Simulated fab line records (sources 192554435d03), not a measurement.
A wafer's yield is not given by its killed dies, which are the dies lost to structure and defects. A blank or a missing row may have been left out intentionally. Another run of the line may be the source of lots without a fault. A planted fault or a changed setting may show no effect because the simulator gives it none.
Which tool was responsible? -- flow n5 finfet -- 72 wafers from 24 lots sampled at 3 of the route's 1938 steps

== WHAT THE GAUGES READ, wafer by wafer ==
N5_BEOL_M7_THK_MEAS_53: measures by xrf. Usual: for M7_THK the level is 79.2 nm and the standard deviation is 2.5.
lot,measured,on,M7_THK (nm),flag
L074,day 8 17:48,film metro-02,76.6 78.6 78.7,
L076,day 9 09:52,film metro-02,75.3 77.9 79.9,
L075,day 9 13:55,film metro-01,77.0 76.9 79.0,
L077,day 9 20:32,film metro-02,80.0 77.3 78.1,
L078,day 10 03:17,film metro-02,86.7 80.4 82.1,
L079,day 10 05:45,film metro-02,79.3 75.6 84.1,
L081,day 10 12:50,film metro-01,79.8 76.7 79.8,
L080,day 10 13:39,film metro-01,81.3 78.7 85.9,
L082,day 10 20:25,film metro-02,78.4 76.9 78.6,
L083,day 11 03:09,film metro-02,76.2 76.8 77.5,
L084,day 11 11:52,film metro-01,84.0 79.6 81.8,
L085,day 11 17:26,film metro-01,76.9 78.9 76.8,
L086,day 11 22:59,film metro-02,76.3 77.7 80.5,
L087,day 12 07:24,film metro-02,78.0 77.8 78.8,
L089,day 12 17:21,film metro-02,78.9 80.0 82.7,
L088,day 12 17:34,film metro-02,78.2 79.9 78.5,
L091,day 13 01:10,film metro-02,76.8 81.7 77.2,
L090,day 13 02:36,film metro-01,79.7 81.1 79.4,
L092,day 13 10:25,film metro-01,77.4 78.8 76.6,
L093,day 13 20:25,film metro-02,77.6 78.8 77.0,
L094,day 14 04:06,film metro-02,77.7 74.7 79.4,
L095,day 14 10:29,film metro-01,81.5 83.7 79.4,
L096,day 14 17:06,film metro-02,77.9 76.9 79.4,
L097,day 14 17:09,film metro-01,77.4 79.8 78.8,

N5_BEOL_M7_RS_MEAS_57: uses a four-point probe to measure. Usual: for M7_RS the level is 0.292 ohm/sq and the standard deviation is 0.011.
lot,measured,on,M7_RS (ohm/sq),flag
L074,day 8 17:56,film metro-01,0.299 0.290 0.287,
L076,day 9 10:02,film metro-02,0.309 0.298 0.288,
L075,day 9 14:05,film metro-01,0.299 0.300 0.291,
L077,day 9 20:40,film metro-01,0.290 0.301 0.297,
L078,day 10 03:25,film metro-02,0.264 0.287 0.280,
L079,day 10 05:55,film metro-01,0.291 0.308 0.270,
L081,day 10 12:58,film metro-01,0.286 0.299 0.286,
L080,day 10 13:47,film metro-01,0.282 0.292 0.265,
L082,day 10 20:33,film metro-01,0.292 0.299 0.293,
L083,day 11 03:19,film metro-02,0.301 0.301 0.296,
L084,day 11 11:59,film metro-01,0.272 0.289 0.279,
L085,day 11 17:35,film metro-01,0.302 0.292 0.302,
L086,day 11 23:07,film metro-02,0.308 0.300 0.287,
L087,day 12 07:32,film metro-02,0.301 0.300 0.294,
L089,day 12 17:29,film metro-02,0.294 0.289 0.279,
L088,day 12 17:41,film metro-02,0.296 0.288 0.296,
L091,day 13 01:17,film metro-02,0.301 0.280 0.300,
L090,day 13 02:46,film metro-01,0.289 0.282 0.288,
L092,day 13 10:34,film metro-02,0.301 0.294 0.303,
L093,day 13 20:32,film metro-01,0.301 0.298 0.302,
L094,day 14 04:14,film metro-01,0.303 0.317 0.294,
L095,day 14 10:37,film metro-02,0.281 0.272 0.290,
L096,day 14 17:14,film metro-02,0.295 0.297 0.286,
L097,day 14 17:17,film metro-01,0.300 0.290 0.293,

== EACH LOT AND THE TOOL THAT RAN IT (in order: tool; ch and the chambers of the sampled wafers; start) ==
lot,N5_BEOL_M7_SURFACE_TREAT_79
L074,"pvd sputter-01, day 8 16:29"
L076,"pvd sputter-03, day 9 08:53"
L075,"pvd sputter-02, day 9 12:53"
L077,"pvd sputter-03, day 9 19:29"
L078,"pvd sputter-03, day 10 00:36"
L079,"pvd sputter-03, day 10 04:20"
L081,"pvd sputter-01, day 10 11:46"
L080,"pvd sputter-03, day 10 12:07"
L082,"pvd sputter-03, day 10 19:25"
L083,"pvd sputter-03, day 11 02:08"
L084,"pvd sputter-01, day 11 10:43"
L085,"pvd sputter-03, day 11 15:32"
L086,"pvd sputter-03, day 11 21:55"
L087,"pvd sputter-02, day 12 06:18"
L089,"pvd sputter-03, day 12 15:26"
L088,"pvd sputter-03, day 12 15:29"
L091,"pvd sputter-03, day 12 23:57"
L090,"pvd sputter-03, day 13 01:07"
L092,"pvd sputter-03, day 13 09:25"
L093,"pvd sputter-03, day 13 18:58"
L094,"pvd sputter-02, day 14 02:40"
L095,"pvd sputter-02, day 14 08:50"
L096,"pvd sputter-03, day 14 14:31"
L097,"pvd sputter-03, day 14 14:43"
- N5_BEOL_M7_SURFACE_TREAT_79

== AS READ BY THE TOOLS THEMSELVES (means over the sampled wafers that have a number; for cases with no such wafer, the mark the record gives instead) ==
The record holds no such reading with a usual standard deviation.

== THE ANSWER, worked out from the rows above alone ==
Rule: a lot counts as off when the mean over its wafers that have a number is more than 3 standard deviations away from the usual mean. Also off: a lot with no number at a reading for which 4 or more lots have one. Any other lot the step has rows for is counted as sound. First the gauges in route order, then the tools' own readings, where a lot's mean is used as printed above. The first step at which some lot is off is used, and at that step the reading that is off furthest; a lot without a number counts as furthest.
None of the lots is off at any reading shown; this tells nothing.

== WHAT WAS PUT IN BY THE SIMULATOR ==
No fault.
